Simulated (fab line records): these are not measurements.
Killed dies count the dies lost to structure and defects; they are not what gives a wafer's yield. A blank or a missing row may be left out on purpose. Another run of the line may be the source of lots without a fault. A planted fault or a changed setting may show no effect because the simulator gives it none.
Which tool did it? :: flow nand-harc :: 12 lots, 36 wafers sampled, at 3 steps of a route of 1159

WHAT EACH GAUGE READ, for each wafer
NHARC_A_START_INSPECT_01.
lot: L076
measured: day 6 22:24
on: defect-inspect-01
raw-defect-count: 4 2 1

lot: L077
measured: day 7 03:29
on: defect-inspect-02
raw-defect-count: 6 4 6

lot: L079
measured: day 7 17:19
on: defect-inspect-01
raw-defect-count: 4 4 3

lot: L081
measured: day 8 02:31
on: defect-inspect-02
raw-defect-count: 1 4 4

lot: L083
measured: day 8 17:12
on: defect-inspect-01
raw-defect-count: 4 7 2

lot: L084
measured: day 9 03:48
on: defect-inspect-01
raw-defect-count: 1 1 3

lot: L087
measured: day 9 17:14
on: defect-inspect-02
raw-defect-count: 4 4 1

lot: L089
measured: day 10 14:54
on: defect-inspect-02
raw-defect-count: 7 4 4

lot: L090
measured: day 10 18:59
on: defect-inspect-01
raw-defect-count: 3 2 4

lot: L093
measured: day 11 00:44
on: defect-inspect-02
raw-defect-count: 6 2 1

lot: L095
measured: day 11 22:38
on: defect-inspect-02
raw-defect-count: 4 5 4

lot: L097
measured: day 12 04:39
on: defect-inspect-02
raw-defect-count: 3 3 4

WHICH TOOL RAN EACH LOT (tool, then ch and the chambers of the sampled wafers, then the start)
lot: L076
NHARC_P_M2_PVD_20: pvd-sputter-03, day 6 22:01 or earlier
NHARC_P_BONDPAD_ACTIVATE_29: rie-diel-07 ch 0,1,2, day 6 22:01

lot: L077
NHARC_P_M2_PVD_20: pvd-sputter-03, day 7 03:04 or earlier
NHARC_P_BONDPAD_ACTIVATE_29: rie-diel-04 ch 0,3, day 7 03:04

lot: L079
NHARC_P_M2_PVD_20: pvd-sputter-02, day 7 16:56 or earlier
NHARC_P_BONDPAD_ACTIVATE_29: rie-diel-04 ch 1,2,3, day 7 16:56

lot: L081
NHARC_P_M2_PVD_20: pvd-sputter-03, day 8 02:08 or earlier
NHARC_P_BONDPAD_ACTIVATE_29: rie-diel-04 ch 0,2,3, day 8 02:08

lot: L083
NHARC_P_M2_PVD_20: pvd-sputter-02, day 8 16:49 or earlier
NHARC_P_BONDPAD_ACTIVATE_29: rie-diel-04 ch 0,1, day 8 16:49

lot: L084
NHARC_P_M2_PVD_20: pvd-sputter-03, day 9 03:23 or earlier
NHARC_P_BONDPAD_ACTIVATE_29: rie-diel-04 ch 0,3, day 9 03:23

lot: L087
NHARC_P_M2_PVD_20: pvd-sputter-01, day 9 16:49 or earlier
NHARC_P_BONDPAD_ACTIVATE_29: rie-diel-04 ch 0,3, day 9 16:49

lot: L089
NHARC_P_M2_PVD_20: pvd-sputter-03, day 10 14:31 or earlier
NHARC_P_BONDPAD_ACTIVATE_29: rie-diel-04 ch 0,1,2, day 10 14:31

lot: L090
NHARC_P_M2_PVD_20: pvd-sputter-03, day 10 18:35 or earlier
NHARC_P_BONDPAD_ACTIVATE_29: rie-diel-04 ch 0,1,3, day 10 18:35

lot: L093
NHARC_P_M2_PVD_20: pvd-sputter-01, day 11 00:19 or earlier
NHARC_P_BONDPAD_ACTIVATE_29: rie-diel-04 ch 2,3, day 11 00:19

lot: L095
NHARC_P_M2_PVD_20: pvd-sputter-02, day 11 22:14 or earlier
NHARC_P_BONDPAD_ACTIVATE_29: rie-diel-04 ch 1,2, day 11 22:14

lot: L097
NHARC_P_M2_PVD_20: pvd-sputter-02, day 12 04:14 or earlier
NHARC_P_BONDPAD_ACTIVATE_29: rie-diel-04 ch 0,1,2, day 12 04:14
- NHARC_P_M2_PVD_20: deposits TaN, target thk 5 nm, time 8.06 s.
- NHARC_P_BONDPAD_ACTIVATE_29: chemistry N2, time 60 s.

THE ANSWER, worked out from the rows above alone
Rule: what is usual is taken from the lots themselves. Put in order of their means at a reading, lots are off if they are a third of the lots or fewer, leave a main group of 4 or more, and stand apart from it by a gap of 3 or more times the standard deviation of the main group's means; of several such gaps the widest counts. Not used: any main group whose means are identical at the precision the tables above print for the reading. A lot without any number at a reading at which 4 lots or more have one is off too. The other lots that the step has rows for count as sound.
Nothing can be told from this: no lot is off at any reading shown.

WHAT THE SIMULATOR PUT IN
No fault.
